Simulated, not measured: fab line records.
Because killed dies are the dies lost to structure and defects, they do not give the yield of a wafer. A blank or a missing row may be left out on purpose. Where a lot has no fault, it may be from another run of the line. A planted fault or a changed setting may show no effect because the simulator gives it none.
Lot-split experiment	flow n5 finfet	on a route of 1938 steps: 7 lots, 21 wafers read

ON THE SPLIT
At N5_WELL_APT_EXPOSE_05 (exposes mask NWELL, defocus 0 nm, target cd 200 nm), the setting dose mj was moved away from the recipe's 20.3 on 8 of the 21 wafers read, by -6.3% to +4.2%. The other wafers ran this setting at the recipe's value.

FROM THE SPLIT TO THE READING: what the file shows between them, 2 steps
- N5_WELL_APT_DEVELOP_07: develop time 45 s (also split here: develop time s)
- N5_WELL_APT_HARDBAKE_12: time 120 s

THE READING
cd nm at N5_WELL_APT_CD_MEAS_08, given in nm (cd target 200 nm). Typical for fault-free wafers on this fab line: 199.8 nm, with standard deviation 1.1 nm.

wafer	tool, chamber at the split	dose mj as run	against the recipe	cd nm, nm	against lot-mates on the recipe
L076.1	krf scanner-01, 0	20.3	recipe	201.5	-
L076.2	krf scanner-01, 0	19.03	-6.3%	189.1	-12.2
L076.4	krf scanner-01, 0	20.3	recipe	201.0	-
L083.1	krf scanner-02, 0	19.72	-2.9%	195.5	-5.7
L083.3	krf scanner-02, 0	19.72	-2.9%	195.3	-5.9
L083.4	krf scanner-02, 0	20.3	recipe	201.2	-
L088.3	krf scanner-01, 0	20.3	recipe	200.6	-
L088.5	krf scanner-01, 0	19.24	-5.2%	191.1	-9.5
L088.6	krf scanner-01, 0	19.24	-5.2%	190.7	-9.9
L089.1	krf scanner-01, 0	20.3	recipe	200.1	-
L089.2	krf scanner-01, 0	20.3	recipe	200.0	-
L089.5	krf scanner-01, 0	20.3	recipe	200.6	-
L090.1	krf scanner-01, 0	20.3	recipe	197.8	-
L090.3	krf scanner-01, 0	21.16	+4.2%	205.6	+6.9
L090.4	krf scanner-01, 0	20.3	recipe	199.5	-
L093.1	krf scanner-01, 0	20.3	recipe	199.3	-
L093.3	krf scanner-01, 0	21.08	+3.8%	205.3	+5.4
L093.5	krf scanner-01, 0	20.3	recipe	200.4	-
L096.1	krf scanner-02, 0	20.3	recipe	197.0	-
L096.2	krf scanner-02, 0	20.3	recipe	198.5	-
L096.3	krf scanner-02, 0	19.87	-2.1%	194.1	-3.7

THE FIT
A straight line over all 21 wafers: cd nm changes by +1.62 nm for each +1% of dose mj; r = +0.96; the points scatter about the line by 1.2 nm.
The same after taking each lot's own level away (the mean of its wafers on the recipe; 21 wafers): +1.8 nm for each +1%; r = +0.99; scatter 0.61 nm.
That fit puts the effect of the largest move of dose mj on the reading at 11 nm.
The lots' own levels span 197.75 to 201.25 nm, that is 3.2 times the standard deviation above.
So the lot-to-lot level changes the slope little: the two slopes agree.
Check: with one of the wafers moved furthest among these (-6.3%) left out of the fit, the line predicts -11.2 nm for it against its lot-mates. It came out at -12.2 nm against them.

OTHER SPLITS ON THESE WAFERS
Note: prior to the reading, these wafers also went through further splits. Each is held against what the fit with the lots' levels taken away leaves over:
other split on the same wafers	wafers away from the commonest value	r with cd nm (lot level and that fit taken away)
N5_WELL_APT_DEVELOP_07 develop time s	4	-0.09

THE WHOLE CHAIN: every reading that the file lists as answering this split, in the file's order
step	what it does	reading	change (the file's fit)	r (the file's)
N5_WELL_APT_CD_MEAS_08	target cd 200 nm	cd nm	+1.8 nm for each +1% of the setting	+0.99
N5_WELL_APT_DESCUM_13	chemistry O2, time 7.9 s	WELL_APT.cd nm (the simulator's own value, which no gauge read)	+1.76 nm for each +1% of the setting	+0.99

FILE'S OWN FIT
cd nm changes by +1.8 nm for each +1% of dose mj, r = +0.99.
